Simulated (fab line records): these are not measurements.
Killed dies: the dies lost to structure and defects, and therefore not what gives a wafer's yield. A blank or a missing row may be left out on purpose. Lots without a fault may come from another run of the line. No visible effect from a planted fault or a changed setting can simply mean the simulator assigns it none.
fab line records -- flow n5-finfet
[record] lots = 7, wafers = 39
route steps=1938 shown FIN_CUT@173 DUMMY_GATE@250 MOL_CONTACT_COAG@624
start-h: the number of hours between the record's first day and the start of the first shown wafer of the lot -- wait-h: time in hours since the lot's previous step -- " the same as in the row above -- L1.1+2: one row covering several wafers at once -- - no value present, or no start provided -- * or withheld: withheld -- < > ~ a bound
route shown NAME@n: NAME is a module with steps in the file, n the number in the route of the first one -- usual: the fault-free wafers' mean and standard deviation -- same: alike in all rows -- chamber/n: place in a boat -- sites: each site's reading -- _std_site: how widely they spread, as a standard deviation -- _edge_site: the outer-site mean with the inner-site mean subtracted -- radius-mm: for every site, how far away it sits from the centre of the wafer -- mask NAME#n: copy n -- behind: the most recent tool/chamber to have shaped the wafer -- hold: reason for holding the lot/hours on hold/outcome of the hold -- device: which transistor (n, p or np) failed to switch -- end of line: the same wafers' tests at the end of the route -- where a step has no rows: the recipe by itself -- killed: at the first sort, the dies lost to defects and structure; wafer yield is something else -- map: dies across one wafer; x = killed, . = not, _ = none there
set.NAME: the setting that was run; set.NAME@STEP: the one run at that earlier step -- model.NAME: the simulator's own value behind a step, which no gauge read
one table per step and one row per wafer, for lots whose settings were changed on purpose
[[steps]]
[step N5_FIN_CUT_CUT_ETCH_26]
[recipe] chemistry = CH3F/O2, target = SiNx, target-depth-a = 390, mask-material = SOC, time-s = 55.7, pressure-mtorr = 30, source-w = 395, bias-w = 73, Ar_flow_sccm = 150, CH3F_flow_sccm = 30, O2_flow_sccm = 20, ion-energy-ev = 120
lot.wafer,tool,chamber,start-h,wait-h,set.time-s,model.etch.depth-nm,model.SOC_of_FIN_CUT_COAT_18.thk-nm
L074.1,rie-diel-04,1,29.03,0.0,55.7,38.72,211.6
L074.2,rie-diel-04,0,29.03,0.0,62.06,43.15,209.4
L074.3,rie-diel-04,2,29.03,0.0,62.06,43.39,209.2
L074.4,rie-diel-04,0,29.03,0.0,62.06,43.41,209.2
L074.5,rie-diel-04,1,29.03,0.0,55.7,38.26,211.6
L074.6,rie-diel-04,2,29.03,0.0,55.7,38.87,210.4
L078.2,rie-diel-03,0,52.04,0.0,55.7,38.77,210.2
L078.4,rie-diel-03,3,52.04,0.0,55.7,38.52,211.2
L078.6,rie-diel-03,2,52.04,0.0,55.7,38.51,211
L084.1,rie-diel-03,3,90.51,0.0,55.7,38.75,211.4
L084.2,rie-diel-03,2,90.51,0.0,55.7,38.67,211.4
L084.3,rie-diel-03,1,90.51,0.0,46.21,32.6,214.2
L084.4,rie-diel-03,0,90.51,0.0,46.21,32.53,214.6
L084.5,rie-diel-03,1,90.51,0.0,55.7,39.22,210.6
L084.6,rie-diel-03,0,90.51,0.0,46.21,32.86,214.4
L086.1,rie-diel-02,2,99.35,0.0,55.7,39.52,210.8
L086.2,rie-diel-02,3,99.35,0.0,45.14,32.34,214.2
L086.3,rie-diel-02,0,99.35,0.0,45.14,31.11,214.6
L086.4,rie-diel-02,1,99.35,0.0,45.14,30.62,215.2
L086.5,rie-diel-02,1,99.35,0.0,55.7,38.01,210.6
L086.6,rie-diel-02,2,99.35,0.0,55.7,39.83,210.8
L089.1,rie-diel-04,0,117.68,0.0,55.7,38.22,211.4
L089.2,rie-diel-04,2,117.68,0.0,55.7,38.35,211.6
L089.3,rie-diel-04,1,117.68,0.0,55.7,38.02,212.6
L089.4,rie-diel-04,0,117.68,0.0,55.7,38.23,211.6
L089.5,rie-diel-04,1,117.68,0.0,55.7,38.46,211.8
L089.6,rie-diel-04,2,117.68,0.0,55.7,38.44,212.2
L091.1,rie-diel-02,3,129.02,0.0,55.7,39.76,211
L091.2,rie-diel-02,0,129.02,0.0,45.83,31.17,214.8
L091.3,rie-diel-02,1,129.02,0.0,45.83,30.93,215.2
L091.4,rie-diel-02,2,129.02,0.0,45.83,32.34,214.2
L091.5,rie-diel-02,2,129.02,0.0,55.7,39.23,211.6
L091.6,rie-diel-02,1,129.02,0.0,55.7,37.73,211.6
L092.1,rie-diel-04,1,135.81,0.0,55.7,37.83,212.2
L092.2,rie-diel-04,3,135.81,0.0,61.14,42.09,209.8
L092.3,rie-diel-04,2,135.81,0.0,61.14,42.39,209.8
L092.4,rie-diel-04,0,135.81,0.0,55.7,37.61,212.4
L092.5,rie-diel-04,0,135.81,0.0,55.7,38.24,211.4
L092.6,rie-diel-04,3,135.81,0.0,61.14,41.76,210
[step N5_FIN_CUT_CUT_ETCH_27]
[recipe] chemistry = CHF3/O2, target = SiO2, target-depth-a = 40, mask-material = SOC, overetch-a = 20, time-s = 4.9, pressure-mtorr = 30, source-w = 650, bias-w = 170, Ar_flow_sccm = 200, CHF3_flow_sccm = 50, O2_flow_sccm = 5, ion-energy-ev = 200
[step N5_FIN_CUT_PRECLEAN_35]
[recipe] time-s = 13.3, temp-c = 45, pressure-torr = 125, p-hf-torr = 3, p-coreactant-torr = 25, chemistry = vHF
[step N5_FIN_CUT_CUT_ETCH_15]
[recipe] chemistry = HBr/Cl2/O2, target = Si, target-depth-a = 1000, bt-time-s = 10, mask-material = SOC, time-s = 42.4, ion-energy-ev = *, bias-w = *, pressure-mtorr = 10, icp-w = 800, HBr_flow_sccm = 150, Cl2_flow_sccm = 80, O2_flow_sccm = 12
lot.wafer,tool,chamber,start-h,wait-h,set.time-s@FIN_CUT_CUT_ETCH_26,model.SOC_of_FIN_CUT_COAT_18.thk-nm
L074.1,rie-si-06,0,29.22,0.1,55.7,170.8
L074.2+4,rie-si-06,"2,3",29.22,0.1,62.06,166.8
L074.3,rie-si-06,3,29.22,0.1,62.06,167.2
L074.5,rie-si-06,0,29.22,0.1,55.7,170.4
L074.6,rie-si-06,2,29.22,0.1,55.7,167.4
L078.2,rie-si-02,0,52.23,0.1,55.7,168
L078.4+6,rie-si-02,"1,3",52.23,0.1,55.7,170.6
L084.1,rie-si-05,1,90.88,0.1,55.7,170.4
L084.2,rie-si-05,3,90.88,0.1,55.7,170.8
L084.3,rie-si-05,0,90.88,0.1,46.21,174.2
L084.4,rie-si-05,2,90.88,0.1,46.21,173.6
L084.5,rie-si-05,2,90.88,0.1,55.7,169.6
L084.6,rie-si-05,3,90.88,0.1,46.21,174
L086.1+5,rie-si-02,"3,2",99.72,0.1,55.7,170.2
L086.2,rie-si-02,0,99.72,0.1,45.14,172.2
L086.3,rie-si-02,1,99.72,0.1,45.14,173.4
L086.4,rie-si-02,2,99.72,0.1,45.14,175
L086.6,rie-si-02,1,99.72,0.1,55.7,169.4
L089.1,rie-si-02,3,117.87,0.1,55.7,170.8
L089.2,rie-si-02,1,117.87,0.1,55.7,170.4
L089.3,rie-si-02,2,117.87,0.1,55.7,172.2
L089.4,rie-si-02,0,117.87,0.1,55.7,170.2
L089.5,rie-si-02,3,117.87,0.1,55.7,171.2
L089.6,rie-si-02,2,117.87,0.1,55.7,172
L091.1,rie-si-06,3,129.22,0.1,55.7,168.8
L091.2,rie-si-06,0,129.22,0.1,45.83,174
L091.3,rie-si-06,2,129.22,0.1,45.83,173.2
L091.4,rie-si-06,3,129.22,0.1,45.83,172
L091.5,rie-si-06,2,129.22,0.1,55.7,169.8
L091.6,rie-si-06,0,129.22,0.1,55.7,171
L092.1+5,rie-si-02,"1,2",136.00,0.1,55.7,171.2
L092.2,rie-si-02,2,136.00,0.1,61.14,169.2
L092.3,rie-si-02,0,136.00,0.1,61.14,167.8
L092.4,rie-si-02,3,136.00,0.1,55.7,172.2
L092.6,rie-si-02,1,136.00,0.1,61.14,168.6
[step N5_DUMMY_GATE_ETCH_42]
[recipe] chemistry = CHF3/O2, target = SiO2, target-depth-a = 35, time-s = 31, ion-energy-ev = 30, bias-w = 12, pressure-mtorr = 30, source-w = 600, Ar_flow_sccm = 200, CHF3_flow_sccm = 50, O2_flow_sccm = 5
[usual] rf-vpp-V = 42.5/0.96
lot.wafer,tool,chamber,start-h,wait-h,set.bias-w,rf-vpp-V
L074.1,rie-diel-02,3,51.05,0.0,12,44.4
L074.2,rie-diel-02,2,51.05,0.0,13.84,47.3
L074.3,rie-diel-02,1,51.05,0.0,12,44.2
L074.4,rie-diel-02,0,51.05,0.0,13.84,47.9
L074.5,rie-diel-02,2,51.05,0.0,12,42.9
L074.6,rie-diel-02,3,51.05,0.0,13.84,48.4
L078.2,rie-diel-02,2,72.76,0.0,12,42.3
L078.4,rie-diel-02,0,72.76,0.0,12,44.3
L078.6,rie-diel-02,1,72.76,0.0,12,43.9
L084.1,rie-diel-03,0,110.99,0.0,12,42.4
L084.2,rie-diel-03,3,110.99,0.0,12.75,44.0
L084.3,rie-diel-03,1,110.99,0.0,12,42.1
L084.4,rie-diel-03,2,110.99,0.0,12,42.1
L084.5,rie-diel-03,1,110.99,0.0,12.75,45.6
L084.6,rie-diel-03,2,110.99,0.0,12.75,43.5
L086.1,rie-diel-03,2,119.04,0.0,13.07,45.2
L086.2,rie-diel-03,3,119.04,0.0,13.07,43.3
L086.3,rie-diel-03,0,119.04,0.0,12,42.4
L086.4,rie-diel-03,1,119.04,0.0,12,42.8
L086.5,rie-diel-03,1,119.04,0.0,13.07,46.0
L086.6,rie-diel-03,0,119.04,0.0,12,42.6
L089.1,rie-diel-04,3,137.03,0.1,10.23,39.6
L089.2,rie-diel-04,1,137.03,0.1,10.23,36.9
L089.3,rie-diel-04,2,137.03,0.1,12,42.9
L089.4,rie-diel-04,0,137.03,0.1,10.23,37.8
L089.5,rie-diel-04,2,137.03,0.1,12,40.8
L089.6,rie-diel-04,3,137.03,0.1,12,41.3
L091.1,rie-diel-02,1,148.16,0.0,12,42.6
L091.2,rie-diel-02,3,148.16,0.0,9.869,35.8
L091.3,rie-diel-02,0,148.16,0.0,12,43.3
L091.4,rie-diel-02,2,148.16,0.0,9.869,36.2
L091.5,rie-diel-02,1,148.16,0.0,9.869,36.6
L091.6,rie-diel-02,0,148.16,0.0,12,41.9
L092.1,rie-diel-02,2,156.66,0.2,12,42.5
L092.2,rie-diel-02,1,156.66,0.2,13.08,45.3
L092.3,rie-diel-02,3,156.66,0.2,12,43.3
L092.4,rie-diel-02,0,156.66,0.2,12,43.3
L092.5,rie-diel-02,0,156.66,0.2,13.08,43.8
L092.6,rie-diel-02,1,156.66,0.2,13.08,44.6
[step N5_MOL_CONTACT_COAG_CVD_140]
[recipe] material = W, target-thk-a = 665, mode = selective-fill, temp-c = 300, time-s = 215
lot.wafer,tool,chamber,start-h,wait-h,set.target-thk-a,model.W_of_MOL_CONTACT_COAG_CVD_140.thk-nm
L074.1+5,cvd-w-02,"1,0",105.59,0.1,665,66.2
L074.2,cvd-w-02,0,105.59,0.1,665,66.6
L074.3,cvd-w-02,0,105.59,0.1,665,65.6
L074.4,cvd-w-02,1,105.59,0.1,665,66
L074.6,cvd-w-02,1,105.59,0.1,665,66.8
L078.2,cvd-w-02,0,127.40,0.1,665,66.4
L078.4,cvd-w-02,1,127.40,0.1,665,67
L078.6,cvd-w-02,0,127.40,0.1,665,66
L084.1+6,cvd-w-01,"0,1",165.81,0.1,665,66.8
L084.2,cvd-w-01,1,165.81,0.1,665,67.2
L084.3,cvd-w-01,0,165.81,0.1,665,67
L084.4,cvd-w-01,1,165.81,0.1,665,66.2
L084.5,cvd-w-01,0,165.81,0.1,665,66.4
L086.1,cvd-w-02,1,170.29,0.1,665,67.2
L086.2+4,cvd-w-02,0,170.29,0.1,665,66.2
L086.3,cvd-w-02,1,170.29,0.1,609.1,61.8
L086.5,cvd-w-02,1,170.29,0.1,609.1,61
L086.6,cvd-w-02,0,170.29,0.1,609.1,60.6
L089.1,cvd-w-02,1,191.66,0.1,577.8,59
L089.2,cvd-w-02,0,191.66,0.1,665,68.4
L089.3,cvd-w-02,1,191.66,0.1,577.8,58.8
L089.4,cvd-w-02,0,191.66,0.1,577.8,59.2
L089.5,cvd-w-02,1,191.66,0.1,665,66.8
L089.6,cvd-w-02,0,191.66,0.1,665,68.2
L091.1,cvd-w-02,0,202.57,0.1,756.5,75.2
L091.2,cvd-w-02,1,202.57,0.1,665,66.8
L091.3,cvd-w-02,1,202.57,0.1,665,67.4
L091.4,cvd-w-02,0,202.57,0.1,756.5,76.6
L091.5,cvd-w-02,1,202.57,0.1,756.5,75.4
L091.6,cvd-w-02,0,202.57,0.1,665,67
L092.1,cvd-w-02,1,209.08,0.1,724,72.8
L092.2,cvd-w-02,0,209.08,0.1,665,66.6
L092.3,cvd-w-02,0,209.08,0.1,665,66.4
L092.4+6,cvd-w-02,"1,0",209.08,0.1,724,72.6
L092.5,cvd-w-02,1,209.08,0.1,665,67.4
[[key]]
[split] step = N5_FIN_CUT_CUT_ETCH_26, setting = time-s, stated = 55.7, by = wafer
[response] step = N5_FIN_CUT_CUT_ETCH_26, reading = model.etch.depth-nm, change = +0.403, per = 1%, r = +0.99
[response] step = N5_FIN_CUT_CUT_ETCH_26, reading = model.SOC_of_FIN_CUT_COAT_18.thk-nm, change = -0.195, per = 1%, r = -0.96
[response] step = N5_FIN_CUT_CUT_ETCH_15, reading = model.SOC_of_FIN_CUT_COAT_18.thk-nm, change = -0.207, per = 1%, r = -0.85
[split] step = N5_DUMMY_GATE_ETCH_42, setting = bias-w, stated = 12, by = wafer
[response] step = N5_DUMMY_GATE_ETCH_42, reading = rf-vpp-V, change = +0.283, per = 1%, r = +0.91
[split] step = N5_MOL_CONTACT_COAG_CVD_140, setting = target-thk-a, stated = 665, by = wafer
[response] step = N5_MOL_CONTACT_COAG_CVD_140, reading = model.W_of_MOL_CONTACT_COAG_CVD_140.thk-nm, change = +0.65, per = 1%, r = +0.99
